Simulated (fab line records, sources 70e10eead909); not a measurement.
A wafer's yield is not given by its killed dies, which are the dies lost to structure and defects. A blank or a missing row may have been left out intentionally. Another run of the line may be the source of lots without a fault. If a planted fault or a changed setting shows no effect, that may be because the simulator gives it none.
Comparing a struck lot with a sound one -- flow nand_harc -- 41 out of 1159 route steps
Sound: wafers L201.1, L201.2, L201.5. Struck: wafers L206.1, L206.5 (left out: L206.4, a lot-mate that was not struck); the cause follows at the end.
At each step with rows: each side's tool, then ch and its chambers, then its first start. Under that, the readings that differ: sound wafers -- struck wafers -- difference of the means -- sigmas: that difference in standard deviations of wafers without a fault.
alike: same words and numbers on both sides, and readings whose means sit less than 2 such deviations apart. not compared: any withheld reading, any reading some wafer has no value for, any bound like >300 that may hide the same value, and any number with overlapping values for which the record gives no deviation.
The two part at a step that has a row with sigmas, a row that says differs or no value, or rows on one side only. Numbers that don't overlap but have no deviation are shown without sigmas and don't part them. Lack of a reading on every wafer of one side parts them only where that side has two or more wafers.

first, 2 steps without rows for these wafers: NHARC_THIN_TSV_DESCUM_14 (chemistry O2, time 3 s); NHARC_THIN_TSV_ETCH_44 (etches the open film in CF4/O2, target depth 1594.2 nm, time 797.1 s).
NHARC_THIN_TSV_ETCH_15: target depth 3000 nm, bosch target overetch cycles 2, bosch etch step 2.8 s.
  sound on rie_si-03 ch 1,3, day 18 14:20; struck on rie_si-01 ch 0,2, day 20 12:20
  alike: drypump_motor_current_A
  not compared: rf_hours_counter_h
NHARC_THIN_TSV_CD_MEAS_16:
  sound on cd_sem-01, day 18 14:28; struck on cd_sem-01, day 20 12:29
  alike: cd_nm
NHARC_THIN_TSV_STRIP_45: strips in O2.
  sound on plasma_asher-02 ch 0,1, day 18 14:32; struck on plasma_asher-02 ch 0, day 20 12:36
  alike: drypump_motor_current_A, heater_power_w
  not compared: rf_hours_counter_h
then, 1 step without rows for these wafers: NHARC_THIN_TSV_STRIP_46 (strips in post etch residue remover, time 1200 s).
NHARC_THIN_TSV_DEP_47: deposits SiO2, target thk 200 nm.
  sound on pecvd-03 ch 0,2, day 18 15:30; struck on pecvd-03 ch 2, day 20 13:25
  alike: throttle_valve_pct
then, 3 steps without rows for these wafers: NHARC_THIN_TSV_ETCHBACK_48 (etches the open film in C4F8/Ar, target depth 1028.5 nm, time 405.17 s); NHARC_THIN_TSV_STRIP_62 (strips in N2/H2, time 20 s); NHARC_THIN_TSV_DEGAS_49 (time 120 s).
NHARC_THIN_TSV_PRE_CLEAN_50: time 30 s.
  sound on pvd_sputter-01; struck on pvd_sputter-01
  alike: heater_power_w
then, 1 step without rows for these wafers: NHARC_THIN_TSV_PVD_19 (deposits TaN, target thk 20 nm).
NHARC_THIN_TSV_PVD_51: deposits Cu, target thk 100 nm.
  sound on pvd_sputter-01, day 18 16:44; struck on pvd_sputter-01, day 20 14:37
  alike: throttle_valve_pct
then, 1 step without rows for these wafers: NHARC_THIN_TSV_ECD_20 (material Cu, target thk 2000 nm).
NHARC_THIN_TSV_ANNEAL_52: time 90 s.
  sound on rtp_anneal-01 ch 0, day 18 17:37; struck on rtp_anneal-02 ch 0, day 20 15:34
  alike: wafer_temp_C_max
then, 14 steps without rows for these wafers: NHARC_THIN_TSV_CMP_21 (polishes, t overpolish 30 s, target thk 2000 nm); NHARC_THIN_TSV_SRD_23; NHARC_THIN_TSV_DEGAS_53 (time 60 s); NHARC_THIN_TSV_PRE_CLEAN_54 (time 30 s); NHARC_THIN_TSV_PVD_55 (deposits TiN, target thk 50 nm); NHARC_THIN_TSV_PVD_24 (deposits Al, target thk 800 nm); NHARC_THIN_TSV_DEHYDRATE_25 (time 120 s); NHARC_THIN_TSV_HMDS_26 (time 30 s); NHARC_THIN_TSV_COAT_27; NHARC_THIN_TSV_SOFTBAKE_28 (time 95 s); NHARC_THIN_TSV_EBR_29; NHARC_THIN_TSV_EXPOSE_30 (exposes mask PAD); NHARC_THIN_TSV_PEB_31 (peb time 85 s); NHARC_THIN_TSV_DEVELOP_32 (time 70 s).
NHARC_THIN_TSV_CD_MEAS_33: the cd target is 5000 nm.
  sound on cd_sem-03 ch 0, day 18 19:34; struck on cd_sem-01 ch 0, day 20 17:25
  alike: cd_nm
then, 6 steps without rows for these wafers: NHARC_THIN_TSV_HARDBAKE_34 (time 80 s); NHARC_THIN_TSV_DESCUM_35 (chemistry O2, time 3 s); NHARC_THIN_TSV_ETCH_59 (etches the open film in Cl2/BCl3, target depth 880 nm, time 138.1 s); NHARC_THIN_TSV_ETCH_36 (etches the open film in Cl2/BCl3, target depth 65 nm, time 18.571 s); NHARC_THIN_TSV_STRIP_56 (strips in O2); NHARC_THIN_TSV_STRIP_57 (strips in post etch residue remover, time 1200 s).
NHARC_THIN_TSV_CD_MEAS_37:
  sound on cd_sem-02, day 18 21:02; struck on cd_sem-02, day 20 18:56
  alike: cd_nm
then, 1 step without rows for these wafers: NHARC_THIN_TSV_ANNEAL_58 (time 1800 s).
NHARC_THIN_TSV_INSPECT_40:
  sound on defect_inspect-02, day 19 01:27; struck on defect_inspect-02, day 20 23:10
  alike: raw_defect_count
NHARC_END_WLT_00:
  rows exist in the record for the sound wafers here (prober-01, day 19 01:30), none for the struck ones
NHARC_END_SORT_01:
  only the struck wafers appear in the record here, on prober-01 ch 0 at day 21 02:13; the sound ones have no rows

== WHERE THEY PART ==
Last at NHARC_END_SORT_01 as far as this record goes, first at NHARC_END_WLT_00.

WHY: whatever the simulator had introduced
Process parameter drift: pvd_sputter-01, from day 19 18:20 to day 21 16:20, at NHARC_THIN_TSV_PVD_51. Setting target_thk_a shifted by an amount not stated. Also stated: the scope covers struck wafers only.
